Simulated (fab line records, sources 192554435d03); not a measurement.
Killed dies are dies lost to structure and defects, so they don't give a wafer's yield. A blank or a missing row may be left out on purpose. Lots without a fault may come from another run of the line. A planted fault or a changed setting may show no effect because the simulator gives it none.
Which tool did it? | flow n5_finfet | 11 lots, 27 wafers sampled, at 4 steps of a route of 1938

WHAT THE GAUGES READ, wafer by wafer
N5_BEOL_M11_OVL_MEAS_29.
lot  | measured     | on         | V10_OVL (nm)
L512 | day 10 15:56 | overlay-02 | 0.0 0.0
L514 | day 12 03:01 | overlay-02 | 0.7 -1.1
L517 | day 12 05:14 | overlay-02 | -0.1 1.5 1.7
L519 | day 12 05:24 | overlay-01 | -0.2 1.5 -0.1
L518 | day 12 06:55 | overlay-01 | -0.3 -0.2 0.3
L522 | day 13 15:02 | overlay-01 | 0.6 -0.1 -0.3
L523 | day 14 04:04 | overlay-02 | -1.4 -0.4
L524 | day 14 08:20 | overlay-01 | 1.9 1.4
L533 | day 16 14:34 | overlay-02 | 0.7 -0.5
L534 | day 16 23:07 | overlay-01 | 0.7 1.1 0.5
L535 | day 17 02:49 | overlay-01 | -0.8 -0.5

N5_BEOL_M12_THK_MEAS_01.
lot  | measured     | on            | M12_ILD_THK (nm)
L512 | day 10 20:55 | film_metro-02 | 654 655
L514 | day 12 06:58 | film_metro-01 | 661 659
L517 | day 12 08:50 | film_metro-02 | 648 660 676
L519 | day 12 08:59 | film_metro-02 | 650 645 672
L518 | day 12 09:59 | film_metro-02 | 647 647 652
L522 | day 13 19:02 | film_metro-02 | 719 662 658
L523 | day 14 11:25 | film_metro-02 | 735 659
L524 | day 14 13:14 | film_metro-01 | 732 654
L533 | day 16 17:29 | film_metro-02 | 651 659
L534 | day 17 02:44 | film_metro-01 | 655 650 662
L535 | day 17 06:27 | film_metro-01 | 658 652

N5_BEOL_M12_INSPECT_12: inspects for defects (macro).
lot  | measured     | on                | raw_defect_count
L512 | day 10 21:23 | defect_inspect-01 | 3 2
L514 | day 12 07:27 | defect_inspect-02 | 2 2
L517 | day 12 09:14 | defect_inspect-02 | 0 2 4
L519 | day 12 09:28 | defect_inspect-02 | 0 0 1
L518 | day 12 10:28 | defect_inspect-01 | 2 0 2
L522 | day 13 19:31 | defect_inspect-02 | 2 5 2
L523 | day 14 11:47 | defect_inspect-02 | 0 0
L524 | day 14 13:35 | defect_inspect-02 | 1 1
L533 | day 16 17:58 | defect_inspect-01 | 6 1
L534 | day 17 03:13 | defect_inspect-02 | 2 1 0
L535 | day 17 06:56 | defect_inspect-02 | 1 1

WHICH TOOL RAN EACH LOT (tool, then ch and the chambers of the sampled wafers, then the start)
lot  | N5_BEOL_M12_ILD_DEP_00
L512 | pecvd-01 ch 0,2, day 10 20:49
L514 | pecvd-03 ch 0,2, day 12 06:50
L517 | pecvd-03 ch 1,2, day 12 08:43
L519 | pecvd-04 ch 0,2, day 12 08:51
L518 | pecvd-03 ch 0,1, day 12 09:49
L522 | pecvd-03 ch 0,1, day 13 18:53
L523 | pecvd-03 ch 2, day 14 11:17
L524 | pecvd-03 ch 1,2, day 14 13:06
L533 | pecvd-04 ch 0, day 16 17:21
L534 | pecvd-04 ch 0,2, day 17 02:36
L535 | pecvd-01 ch 0,1, day 17 06:19
- N5_BEOL_M12_ILD_DEP_00: deposits SiOC from DEMS/O2, target thk 658.92 nm, time 130.7 s.

WHAT THE TOOLS THEMSELVES READ (means of the sampled wafers that have a number; where no wafer has one, the mark that the record gives instead)
N5_BEOL_M12_ILD_DEP_00.
lot  | tool     | heater_power_outer_w (W) | heater_power_w (W) | showerhead_plenum_p_Torr (Torr) | throttle_valve_pct (%)
L512 | pecvd-01 | 264                      | 508                | 5.703                           | 11.4
L514 | pecvd-03 | 258                      | 443                | 5.687                           | 11.8
L517 | pecvd-03 | 237                      | 444                | 5.671                           | 12.0
L519 | pecvd-04 | 286                      | 535                | 5.703                           | 11.6
L518 | pecvd-03 | 227                      | 417                | 5.680                           | 12.1
L522 | pecvd-03 | 269                      | 486                | 5.677                           | 12.2
L523 | pecvd-03 | 246                      | 434                | 5.692                           | 11.7
L524 | pecvd-03 | 226                      | 430                | 5.678                           | 11.9
L533 | pecvd-04 | 336                      | 538                | 5.696                           | 11.8
L534 | pecvd-04 | 281                      | 520                | 5.700                           | 12.0
L535 | pecvd-01 | 277                      | 520                | 5.715                           | 11.4

THE ANSWER, worked out from the rows above alone
Rule: what is usual is taken from the lots themselves. Put in order of their means at a reading, lots are off if they are a third of the lots or fewer, leave a main group of 4 or more, and stand apart from it by a gap of 3 or more times the standard deviation of the main group's means; of several such gaps the widest counts. A main group whose means are all the same, to the digits that the tables above print for the reading, isn't used. A lot without any number at a reading at which 4 lots or more have one is off too. The other lots that the step has rows for count as sound. The gauges are gone through in route order, then the tools' own readings, and for those a lot's mean is taken as printed above. The first step at which some lot is off is used, and at that step the reading that is off furthest; a lot without a number counts as furthest.
Off: L522, L523, L524, at N5_BEOL_M12_THK_MEAS_01 (M12_ILD_THK). The main group: mean 656 nm, standard deviation 3.6.
A tool fits if, at a process step before that reading, it ran every lot that is off, and no sound lot after the first of them. The gauges at N5_BEOL_M12_THK_MEAS_01 are tried like those tools. One fits: pecvd-03 at N5_BEOL_M12_ILD_DEP_00. Its last sound lot is L518 (day 12 09:49), its first lot that is off L522 (day 13 18:53): a fault that began between those two fits.

WHAT THE SIMULATOR HAD PUT IN
Process parameter drift: pecvd-03, from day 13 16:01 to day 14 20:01, at N5_BEOL_M12_ILD_DEP_00. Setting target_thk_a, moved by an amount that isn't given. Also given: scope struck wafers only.
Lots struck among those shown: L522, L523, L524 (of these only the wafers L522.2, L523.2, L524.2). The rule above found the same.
